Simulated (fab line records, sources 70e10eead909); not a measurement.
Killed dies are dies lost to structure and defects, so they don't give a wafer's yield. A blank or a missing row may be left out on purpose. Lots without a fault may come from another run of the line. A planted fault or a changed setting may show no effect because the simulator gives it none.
A struck lot beside a sound one | flow nand_harc | 21 steps out of a route of 1302
Sound: wafers L550.1, L550.4, L550.5. Struck: wafer L557.4. (L557.1, L557.3 of the same lot were not struck and are left out.) The cause comes at the end.
At each step with rows: each side's tool, then ch and its chambers, then its first start. Under that, the readings that differ: sound wafers | struck wafers | difference of the means | sigmas: that difference in standard deviations of wafers without a fault.
alike: readings whose means differ by less than 2 such deviations, and words and numbers that are the same on both sides. not compared: withheld readings, readings that some wafer has no value for, bounds like >300 that may hide the same value, and numbers for which the record gives no deviation and whose values overlap.
The two part at a step that has a row with sigmas, a row that says differs or no value, or rows on one side only. Numbers that don't overlap but have no deviation are shown without sigmas and don't part them. A reading that every wafer of one side lacks parts them only if that side has two wafers or more.

NHARC_A_BLC_CMP_25: polishes, t overpolish 30 s, target thk 150 nm.
  sound on cmp-02 ch 1,2, day 23 21:33; struck on cmp-04 ch 1, day 27 17:35
  alike: motor_current_A, overpolish_run_s, time_to_endpoint_s
then, 1 step without rows for these wafers: NHARC_A_BLC_SRD_27.
NHARC_A_BLC_INSPECT_28:
  sound on defect_inspect-01, day 23 21:56; struck on defect_inspect-02, day 27 17:59
  alike: raw_defect_count
then, 8 steps without rows for these wafers: NHARC_A_M0_DEP_00 (deposits SiOC, target thk 150 nm); NHARC_A_M0_DEHYDRATE_01 (time 120 s); NHARC_A_M0_HMDS_02 (time 30 s); NHARC_A_M0_COAT_33 (time 65 s); NHARC_A_M0_COAT_03 (resist thk 90 nm); NHARC_A_M0_SOFTBAKE_04 (time 55 s); NHARC_A_M0_EBR_05; NHARC_A_M0_EXPOSE_06 (exposes mask A M0, target cd 80 nm).
NHARC_A_M0_PEB_07: peb time 65 s.
  sound on litho_track-04 ch 0, day 23 22:46; struck on litho_track-04 ch 0, day 27 18:49
  alike: exhaust_pa
then, 1 step without rows for these wafers: NHARC_A_M0_DEVELOP_08 (develop time 35 s).
NHARC_A_M0_CD_MEAS_09: target cd 80 nm.
  sound on cd_sem-02 ch 0, day 23 22:50; struck on cd_sem-03 ch 0
  reading    | sound          | struck | difference | sigmas
  cd_nm (nm) | 81.6 80.8 81.2 | 85.9   | +4.7       | +6
  not compared: hold
NHARC_A_M0_OVL_MEAS_10: pitch 160 nm.
  sound on overlay-01, day 23 22:56; struck on overlay-01, day 27 22:22
  reading           | sound          | struck                   | difference                   | sigmas
  hold              | - - -          | await_dispo/3.2h/release | no value on the sound wafers |
  overlay_x_nm (nm) | -0.7 -0.7 -0.4 | 1.0                      | +1.6                         | +3
  alike: overlay_y_nm
NHARC_A_M0_INSPECT_11:
  sound on defect_inspect-01, day 23 22:58; struck on defect_inspect-01, day 27 22:24
  alike: raw_defect_count
NHARC_A_M0_DESCUM_14: chemistry O2, time 3 s.
  sound on rie_diel-06 ch 1,2,3, day 23 23:02; struck on rie_diel-04 ch 3, day 27 22:28
  reading               | sound            | struck | difference | sigmas
  model.A_M0.cd_nm (nm) | 81.9 81.19 80.97 | 86.64  | +5.29      |
  alike: chamber_pressure_mTorr, drypump_motor_current_A, oes_product_au, rf_vpp_V, showerhead_plenum_p_Torr, throttle_valve_pct
  not compared: rf_hours_counter_h
NHARC_A_M0_ETCH_34: etches the open film in N2/H2, target depth 40 nm, overetch 12 nm, time 43.94 s.
  sound on rie_diel-06 ch 1,2,3, day 23 23:08; struck on rie_diel-04 ch 3, day 27 22:32
  alike: chamber_pressure_mTorr, drypump_motor_current_A, oes_product_au, rf_vpp_V, showerhead_plenum_p_Torr, throttle_valve_pct
  not compared: rf_hours_counter_h
NHARC_A_M0_ETCH_15: etches the open film in C4F8/Ar, target depth 150 nm, overetch 15 nm, time 82.5 s.
  sound on rie_diel-06 ch 1,3; struck on rie_diel-04 ch 0
  reading               | sound            | struck | difference | sigmas
  model.A_M0.cd_nm (nm) | 81.38 80.2 80.53 | 86.78  | +6.08      |
  alike: chamber_pressure_mTorr, oes_product_au, rf_vpp_V
  not compared: rf_hours_counter_h
NHARC_A_M0_CD_MEAS_16:
  sound on cd_sem-01, day 23 23:22; struck on cd_sem-02, day 27 22:56
  reading    | sound          | struck | difference | sigmas
  cd_nm (nm) | 80.9 80.3 80.6 | 86.8   | +6.2       | +6
  not compared: hold
-- the record jumps here: 2 days lie between the struck wafers' starts before and after (it left off in module A_M0 and takes up again in module END, whose first step shown is number 1302 of the route) --
NHARC_END_SORT_01:
  sound on prober-02 ch 0, day 25 15:09; struck on prober-02 ch 0, day 30 03:24
  alike: defect_limited_yield, killed_at_array, killed_at_other, killed_at_periphery, killed_dies, killed_open, killed_short

WHERE THEY PART
First at NHARC_A_M0_CD_MEAS_09; last, within this record, at NHARC_A_M0_CD_MEAS_16. Later steps at which nothing parts them and some readings are alike: NHARC_END_SORT_01.

WHY: what the simulator had put in
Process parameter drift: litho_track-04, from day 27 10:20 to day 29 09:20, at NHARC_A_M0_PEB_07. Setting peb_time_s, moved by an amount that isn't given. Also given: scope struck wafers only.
